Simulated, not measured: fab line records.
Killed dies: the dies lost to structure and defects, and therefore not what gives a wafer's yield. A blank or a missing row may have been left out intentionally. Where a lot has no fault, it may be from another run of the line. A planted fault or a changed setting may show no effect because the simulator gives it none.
Matching of chambers || flow n5-finfet || N5_BEOL_M10_DESCUM_16 on rie-diel-05: 4 sister chambers
The step chemistry O2, time 7.9 s. 18 wafers are shown with their chamber, then 9 later ones without.

EACH WAFER AND ITS CHAMBER
{"wafer": "L075.3", "chamber": 1, "throttle-valve-pct (%)": 19.80, "showerhead-plenum-p-Torr (Torr)": 2.05, "drypump-motor-current-A (A)": 4.8}
{"wafer": "L075.4", "chamber": 1, "throttle-valve-pct (%)": 19.80, "showerhead-plenum-p-Torr (Torr)": 2.05, "drypump-motor-current-A (A)": 4.9}
{"wafer": "L075.6", "chamber": 0, "throttle-valve-pct (%)": 20.17, "showerhead-plenum-p-Torr (Torr)": 2.02, "drypump-motor-current-A (A)": 5.2}
{"wafer": "L074.2", "chamber": 3, "throttle-valve-pct (%)": 20.10, "showerhead-plenum-p-Torr (Torr)": 2.07, "drypump-motor-current-A (A)": 5.4}
{"wafer": "L074.5", "chamber": 0, "throttle-valve-pct (%)": 20.18, "showerhead-plenum-p-Torr (Torr)": 2.02, "drypump-motor-current-A (A)": 5.3}
{"wafer": "L074.6", "chamber": 3, "throttle-valve-pct (%)": 20.10, "showerhead-plenum-p-Torr (Torr)": 2.07, "drypump-motor-current-A (A)": 5.4}
{"wafer": "L078.1", "chamber": 0, "throttle-valve-pct (%)": 20.17, "showerhead-plenum-p-Torr (Torr)": 2.01, "drypump-motor-current-A (A)": 5.3}
{"wafer": "L078.5", "chamber": 3, "throttle-valve-pct (%)": 20.13, "showerhead-plenum-p-Torr (Torr)": 2.07, "drypump-motor-current-A (A)": 5.4}
{"wafer": "L078.6", "chamber": 0, "throttle-valve-pct (%)": 20.19, "showerhead-plenum-p-Torr (Torr)": 2.01, "drypump-motor-current-A (A)": 5.2}
{"wafer": "L082.2", "chamber": 0, "throttle-valve-pct (%)": 20.20, "showerhead-plenum-p-Torr (Torr)": 2.01, "drypump-motor-current-A (A)": 5.2}
{"wafer": "L082.3", "chamber": 1, "throttle-valve-pct (%)": 19.84, "showerhead-plenum-p-Torr (Torr)": 2.04, "drypump-motor-current-A (A)": 4.8}
{"wafer": "L082.6", "chamber": 3, "throttle-valve-pct (%)": 20.12, "showerhead-plenum-p-Torr (Torr)": 2.07, "drypump-motor-current-A (A)": 5.4}
{"wafer": "L084.1", "chamber": 3, "throttle-valve-pct (%)": 20.13, "showerhead-plenum-p-Torr (Torr)": 2.06, "drypump-motor-current-A (A)": 5.3}
{"wafer": "L084.3", "chamber": 2, "throttle-valve-pct (%)": 20.38, "showerhead-plenum-p-Torr (Torr)": 2.09, "drypump-motor-current-A (A)": 5.6}
{"wafer": "L084.5", "chamber": 1, "throttle-valve-pct (%)": 19.83, "showerhead-plenum-p-Torr (Torr)": 2.04, "drypump-motor-current-A (A)": 4.9}
{"wafer": "L087.1", "chamber": 3, "throttle-valve-pct (%)": 20.17, "showerhead-plenum-p-Torr (Torr)": 2.06, "drypump-motor-current-A (A)": 5.4}
{"wafer": "L087.4", "chamber": 1, "throttle-valve-pct (%)": 19.86, "showerhead-plenum-p-Torr (Torr)": 2.04, "drypump-motor-current-A (A)": 4.9}
{"wafer": "L087.5", "chamber": 0, "throttle-valve-pct (%)": 20.20, "showerhead-plenum-p-Torr (Torr)": 2.01, "drypump-motor-current-A (A)": 5.3}

SIGNATURES (averages over the wafers above)
{"reading": "throttle-valve-pct", "chamber 0": 20.1850, "chamber 1": 19.8260, "chamber 2": 20.3800, "chamber 3": 20.1250, "scatter within a chamber": 0.0224}
{"reading": "showerhead-plenum-p-Torr", "chamber 0": 2.0133, "chamber 1": 2.0440, "chamber 2": 2.0900, "chamber 3": 2.0667, "scatter within a chamber": 0.00526}
{"reading": "drypump-motor-current-A", "chamber 0": 5.250, "chamber 1": 4.860, "chamber 2": 5.600, "chamber 3": 5.383, "scatter within a chamber": 0.0502}
Rule: distance of a wafer from a chamber = root of the sum over the readings of ((wafer's reading minus chamber's mean) / reading's scatter) squared. The wafer belongs to the nearest chamber; if the next one is less than 2 further off, it can't be placed. How the scatter is found: for the shown wafers, subtract from each reading the mean of its chamber, square and add these, divide the total by (wafers less chambers), then take the root.

WAFERS WITHOUT THEIR CHAMBER
{"wafer": "L091.2", "throttle-valve-pct (%)": 20.40, "showerhead-plenum-p-Torr (Torr)": 2.09, "drypump-motor-current-A (A)": 5.6}
{"wafer": "L091.5", "throttle-valve-pct (%)": 20.42, "showerhead-plenum-p-Torr (Torr)": 2.09, "drypump-motor-current-A (A)": 5.6}
{"wafer": "L091.6", "throttle-valve-pct (%)": 19.86, "showerhead-plenum-p-Torr (Torr)": 2.04, "drypump-motor-current-A (A)": 4.9}
{"wafer": "L095.1", "throttle-valve-pct (%)": 20.39, "showerhead-plenum-p-Torr (Torr)": 2.08, "drypump-motor-current-A (A)": 5.6}
{"wafer": "L095.3", "throttle-valve-pct (%)": 19.87, "showerhead-plenum-p-Torr (Torr)": 2.03, "drypump-motor-current-A (A)": 4.9}
{"wafer": "L095.4", "throttle-valve-pct (%)": 20.23, "showerhead-plenum-p-Torr (Torr)": 2.00, "drypump-motor-current-A (A)": 5.2}
{"wafer": "L096.3", "throttle-valve-pct (%)": 20.17, "showerhead-plenum-p-Torr (Torr)": 2.05, "drypump-motor-current-A (A)": 5.4}
{"wafer": "L096.4", "throttle-valve-pct (%)": 20.42, "showerhead-plenum-p-Torr (Torr)": 2.08, "drypump-motor-current-A (A)": 5.6}
{"wafer": "L096.6", "throttle-valve-pct (%)": 20.41, "showerhead-plenum-p-Torr (Torr)": 2.08, "drypump-motor-current-A (A)": 5.6}

THE CHAMBER EACH PASSED THROUGH
{"wafer": "L091.2", "from the rows above": 2, "in truth": 2}
{"wafer": "L091.5", "from the rows above": 2, "in truth": 2}
{"wafer": "L091.6", "from the rows above": 1, "in truth": 1}
{"wafer": "L095.1", "from the rows above": 2, "in truth": 2}
{"wafer": "L095.3", "from the rows above": 1, "in truth": 1}
{"wafer": "L095.4", "from the rows above": 0, "in truth": 0}
{"wafer": "L096.3", "from the rows above": 3, "in truth": 3}
{"wafer": "L096.4", "from the rows above": 2, "in truth": 2}
{"wafer": "L096.6", "from the rows above": 2, "in truth": 2}
Placed correctly: 9 of 9. Not placeable from these rows: 0. 0 placed wrongly.
